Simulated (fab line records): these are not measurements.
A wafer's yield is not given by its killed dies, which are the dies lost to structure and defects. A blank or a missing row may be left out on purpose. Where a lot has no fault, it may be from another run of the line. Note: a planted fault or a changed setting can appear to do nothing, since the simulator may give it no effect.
One fault seen from 2 desks / flow n5_finfet / what lay behind the numbers comes last; until then each desk has only its own

== FOR THE TOOL OWNER'S DESK: cvd_co-01 ==
The tool's own readings at N5_BEOL_M4_CO_CAP_55 (material Co, precursor CCTBA/H2, target thk 2 nm, time 102.1 s): means of the sampled wafers that have a number, for each lot that ran on this tool. Marked OUT: a lot whose mean sits more than 4 standard deviations from the usual mean, which makes it out of limits; the brackets give that distance.
Columns: A = heater_power_w at N5_BEOL_M4_CO_CAP_55, usual 224 W; B = run_length_s at N5_BEOL_M4_CO_CAP_55, usual 125.0 s
lot=L218; first seen here=day 8 09:56; A=225; B=124.8
lot=L220; first seen here=day 9 04:01; A=225; B=124.9
lot=L222; first seen here=day 9 14:44; A=224; B=124.9
lot=L223; first seen here=day 9 19:51; A=231; B=125.3
lot=L225; first seen here=day 10 07:52; A=241; B=125.5
lot=L228; first seen here=day 11 12:05; A=230; B=125.1
lot=L235; first seen here=day 12 10:57; A=226; B=151.6 (+53) OUT
lot=L236; first seen here=day 13 09:43; A=220; B=150.8 (+52) OUT
This desk finds L235, L236 out of limits, L235 being first, at day 12 10:57 (run_length_s at N5_BEOL_M4_CO_CAP_55). L218, L220, L222, L223, L225, L228 stayed within limits.

== THE METROLOGY DESK ==
Means of the sampled wafers that have a number, per lot and without regard to the tool the lot ran on: this is what the gauges read. Marked OUT: a lot whose mean sits more than 4 standard deviations from the usual mean, which makes it out of limits; the brackets give that distance. Readings shown: 7 of its 10, picked as those furthest out on some lot.
Columns: A = DIBL_N at N5_BEOL_M4_RC_MEAS_101, usual 36.1 mV/V; B = IOFF_N at N5_BEOL_M4_RC_MEAS_101, usual 0.154 nA/um; C = ION_N at N5_BEOL_M4_RC_MEAS_101, usual 673 uA/um; D = ION_P at N5_BEOL_M4_RC_MEAS_101, usual 463 uA/um; E = SS_N at N5_BEOL_M4_RC_MEAS_101, usual 71.6 mV/dec; F = VT_N at N5_BEOL_M4_RC_MEAS_101, usual 250.5 mV; G = VT_P at N5_BEOL_M4_RC_MEAS_101, usual -250 mV
lot=L218; first seen here=day 8 10:36; A=37.5; B=0.164; C=664; D=458; E=72.4; F=252.9; G=-248
lot=L220; first seen here=day 9 04:24; A=36.1; B=0.180; C=686; D=470; E=71.4; F=246.8; G=-247
lot=L222; first seen here=day 9 14:58; A=37.1; B=0.156; C=661; D=448; E=71.7; F=251.5; G=-256
lot=L223; first seen here=day 9 20:05; A=36.2; B=0.151; C=670; D=465; E=71.8; F=249.4; G=-248
lot=L225; first seen here=day 10 08:25; A=37.9; B=0.160; C=673; D=465; E=71.7; F=250.3; G=-247
lot=L227; first seen here=day 11 10:22; A=36.7; B=0.165; C=678; D=462; E=71.7; F=247.9; G=-251
lot=L228; first seen here=day 11 12:47; A=34.5; B=0.147; C=674; D=462; E=71.0; F=251.6; G=-247
lot=L232; first seen here=day 12 03:58; A=37.0; B=0.165; C=670; D=459; E=72.1; F=250.6; G=-251
lot=L235; first seen here=day 12 11:14; A=38.1; B=0.190; C=689; D=468; E=72.4; F=247.8; G=-249
lot=L236; first seen here=day 13 10:23; A=35.0; B=0.130; C=660; D=455; E=71.1; F=252.1; G=-251
This desk found nothing out of limits on any of the 10 lots.

== BROUGHT TOGETHER ==
The tool owner's desk could have raised an alarm at day 12 10:57, on L235, L236.
From the metrology desk's view, nothing was out of limits.
The metrology desk holds a record of L235, L236, inside its limits.
On cvd_co-01, each named lot ran N5_BEOL_M4_CO_CAP_55.

== WHAT THE SIMULATOR HAD PUT IN ==
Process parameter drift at N5_BEOL_M4_CO_CAP_55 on cvd_co-01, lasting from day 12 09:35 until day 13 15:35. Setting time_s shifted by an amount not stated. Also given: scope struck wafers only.
Shown lots that were struck: L235, L236.
Each desk's first reading out of limits, in hours after the fault started: the tool owner's desk, 1.
